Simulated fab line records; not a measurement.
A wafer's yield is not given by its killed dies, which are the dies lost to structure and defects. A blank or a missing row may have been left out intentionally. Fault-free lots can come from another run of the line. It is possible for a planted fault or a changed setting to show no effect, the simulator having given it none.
Chamber matching :: flow n5Finfet :: N5_SPACER0_ALD_08 on aldSin-04 has 4 sister chambers
The step deposits SiNx, target thk 2 nm. 17 wafers are shown with their chamber, then 8 later ones without.

WAFERS PAIRED WITH THEIR CHAMBERS
wafer: L684.2
chamber: 1
heaterPowerW (W): 812

wafer: L684.3
chamber: 3
heaterPowerW (W): 891

wafer: L684.6
chamber: 2
heaterPowerW (W): 773

wafer: L688.2
chamber: 0
heaterPowerW (W): 869

wafer: L688.4
chamber: 2
heaterPowerW (W): 734

wafer: L688.6
chamber: 3
heaterPowerW (W): 912

wafer: L691.1
chamber: 3
heaterPowerW (W): 904

wafer: L691.3
chamber: 0
heaterPowerW (W): 890

wafer: L691.6
chamber: 1
heaterPowerW (W): 822

wafer: L693.3
chamber: 2
heaterPowerW (W): 749

wafer: L693.4
chamber: 1
heaterPowerW (W): 838

wafer: L693.5
chamber: 2
heaterPowerW (W): 732

wafer: L694.1
chamber: 1
heaterPowerW (W): 808

wafer: L694.2
chamber: 3
heaterPowerW (W): 916

wafer: L694.4
chamber: 0
heaterPowerW (W): 865

wafer: L696.1
chamber: 0
heaterPowerW (W): 866

wafer: L696.4
chamber: 1
heaterPowerW (W): 821

SIGNATURES, as means of the wafers listed above
reading: heaterPowerW
chamber 0: 872.50
chamber 1: 820.20
chamber 2: 747.00
chamber 3: 905.75
scatter within a chamber: 13.6
Rule: for a wafer and a chamber, the distance is found by dividing, reading by reading, the gap between the wafer's reading and the chamber's mean by the reading's scatter, squaring, summing and taking the root. The wafer belongs to the nearest chamber; if the next one is less than 2 further off, it can't be placed. The scatter: the root of (the sum of the squares of (reading less its chamber's mean) over the shown wafers, divided by (wafers less chambers)).

WAFERS WITHOUT THEIR CHAMBER
wafer: L696.6
heaterPowerW (W): 802

wafer: L697.1
heaterPowerW (W): 717

wafer: L697.4
heaterPowerW (W): 814

wafer: L697.5
heaterPowerW (W): 816

wafer: L698.2
heaterPowerW (W): 810

wafer: L698.5
heaterPowerW (W): 829

wafer: L701.3
heaterPowerW (W): 867

wafer: L701.5
heaterPowerW (W): 738

WHICH CHAMBER EACH WENT THROUGH
wafer: L696.6
from the rows above: 1
in truth: 1

wafer: L697.1
from the rows above: 2
in truth: 2

wafer: L697.4
from the rows above: 1
in truth: 1

wafer: L697.5
from the rows above: 1
in truth: 1

wafer: L698.2
from the rows above: 1
in truth: 1

wafer: L698.5
from the rows above: 1
in truth: 1

wafer: L701.3
from the rows above: 0
in truth: 0

wafer: L701.5
from the rows above: 2
in truth: 2
Correctly placed: 8 of 8. Can't be placed from these rows: 0. Placed wrongly: 0.
